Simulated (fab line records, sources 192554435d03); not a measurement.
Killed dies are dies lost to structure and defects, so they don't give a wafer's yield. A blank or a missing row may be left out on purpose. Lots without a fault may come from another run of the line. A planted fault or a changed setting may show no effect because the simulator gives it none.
Which tool did it? | flow n5_finfet | 10 lots, 30 wafers sampled, at 3 steps of a route of 1938

WHAT THE GAUGES READ, wafer by wafer
N5_BEOL_M15_THK_MEAS_01.
lot  | measured     | on            | M15_ILD_THK (nm)
L660 | day 12 14:02 | film_metro-02 | 1639 1634 1670
L659 | day 12 18:58 | film_metro-02 | 1613 1636 1597
L662 | day 13 04:55 | film_metro-02 | 1604 1661 1638
L673 | day 15 02:43 | film_metro-02 | 1628 1636 1641
L671 | day 15 16:33 | film_metro-02 | 1606 1642 1621
L672 | day 15 17:32 | film_metro-02 | 1643 1628 1640
L674 | day 16 03:47 | film_metro-02 | 1584 1634 1635
L677 | day 16 05:16 | film_metro-01 | 1649 1654 1642
L675 | day 16 10:16 | film_metro-01 | 1602 1612 1640
L680 | day 17 08:44 | film_metro-02 | 1606 1650 1630

N5_BEOL_M15_CD_MEAS_28: target cd 407.6 nm.
lot  | measured     | on        | cd_nm (nm)
L660 | day 12 16:04 | cd_sem-01 | 407.4 407.2 407.5
L659 | day 12 20:57 | cd_sem-01 | 408.1 409.3 409.9
L662 | day 13 07:00 | cd_sem-01 | 407.8 408.8 408.0
L673 | day 15 04:40 | cd_sem-02 | 409.2 408.0 407.6
L671 | day 15 18:34 | cd_sem-02 | 380.7 381.8 381.5
L672 | day 15 19:54 | cd_sem-03 | 385.7 385.3 387.3
L674 | day 16 05:49 | cd_sem-01 | 409.0 409.9 408.5
L677 | day 16 07:16 | cd_sem-02 | 406.0 405.1 407.5
L675 | day 16 12:31 | cd_sem-02 | 407.8 408.5 405.6
L680 | day 17 10:58 | cd_sem-02 | 405.5 404.5 404.8

WHICH TOOL RAN EACH LOT (tool, then ch and the chambers of the sampled wafers, then the start)
lot  | N5_BEOL_M15_PEB_26
L660 | litho_track-02 ch 0, day 12 15:56
L659 | litho_track-02 ch 0, day 12 20:50
L662 | litho_track-01 ch 0, day 13 06:53
L673 | litho_track-01 ch 0, day 15 04:34
L671 | litho_track-02 ch 0, day 15 18:26
L672 | litho_track-02 ch 0, day 15 19:47
L674 | litho_track-01 ch 0, day 16 05:41
L677 | litho_track-03 ch 0, day 16 07:08
L675 | litho_track-03 ch 0, day 16 12:24
L680 | litho_track-03 ch 0, day 17 10:50
- N5_BEOL_M15_PEB_26: peb time 90 s.

WHAT THE TOOLS THEMSELVES READ (means of the sampled wafers that have a number; where no wafer has one, the mark that the record gives instead)
N5_BEOL_M15_PEB_26.
lot  | tool           | heater_power_total_W (W) | plate_temp_C (C)
L660 | litho_track-02 | 172.7                    | 130.16
L659 | litho_track-02 | 172.3                    | 130.09
L662 | litho_track-01 | 172.2                    | 130.05
L673 | litho_track-01 | 172.7                    | 130.04
L671 | litho_track-02 | 164.2                    | 125.21
L672 | litho_track-02 | 164.5                    | 125.15
L674 | litho_track-01 | 173.4                    | 130.06
L677 | litho_track-03 | 171.9                    | 129.87
L675 | litho_track-03 | 171.7                    | 129.96
L680 | litho_track-03 | 172.8                    | 130.13

THE ANSWER, worked out from the rows above alone
Rule: what is usual is taken from the lots themselves. Put in order of their means at a reading, lots are off if they are a third of the lots or fewer, leave a main group of 4 or more, and stand apart from it by a gap of 3 or more times the standard deviation of the main group's means; of several such gaps the widest counts. A main group whose means are all the same, to the digits that the tables above print for the reading, isn't used. A lot without any number at a reading at which 4 lots or more have one is off too. The other lots that the step has rows for count as sound. The gauges are gone through in route order, then the tools' own readings, and for those a lot's mean is taken as printed above. The first step at which some lot is off is used, and at that step the reading that is off furthest; a lot without a number counts as furthest.
Off: L671, L672, at N5_BEOL_M15_CD_MEAS_28 (cd_nm). The main group: mean 407.6 nm, standard deviation 1.4.
A tool fits if, at a process step before that reading, it ran every lot that is off, and no sound lot after the first of them. The gauges at N5_BEOL_M15_CD_MEAS_28 aren't tried: what is off there is off at N5_BEOL_M15_PEB_26 too, on other tools, and a gauge's error can't cause that. One fits: litho_track-02 at N5_BEOL_M15_PEB_26. Its last sound lot is L659 (day 12 20:50), its first lot that is off L671 (day 15 18:26): a fault that began between those two fits.
The tool's own readings at N5_BEOL_M15_PEB_26 bear it out: on the lots that are off they differ by more than 5 times the standard deviation of the sound lots' means. heater_power_total_W reads 164.3 W there against 172.5 W on the sound lots; plate_temp_C reads 125.18 C there against 130.05 C on the sound lots.

WHAT THE SIMULATOR HAD PUT IN
Process parameter drift: litho_track-02, from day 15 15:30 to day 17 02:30, at N5_BEOL_M15_PEB_26. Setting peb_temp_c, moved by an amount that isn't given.
Lots struck among those shown: L671, L672. The rule above found the same.
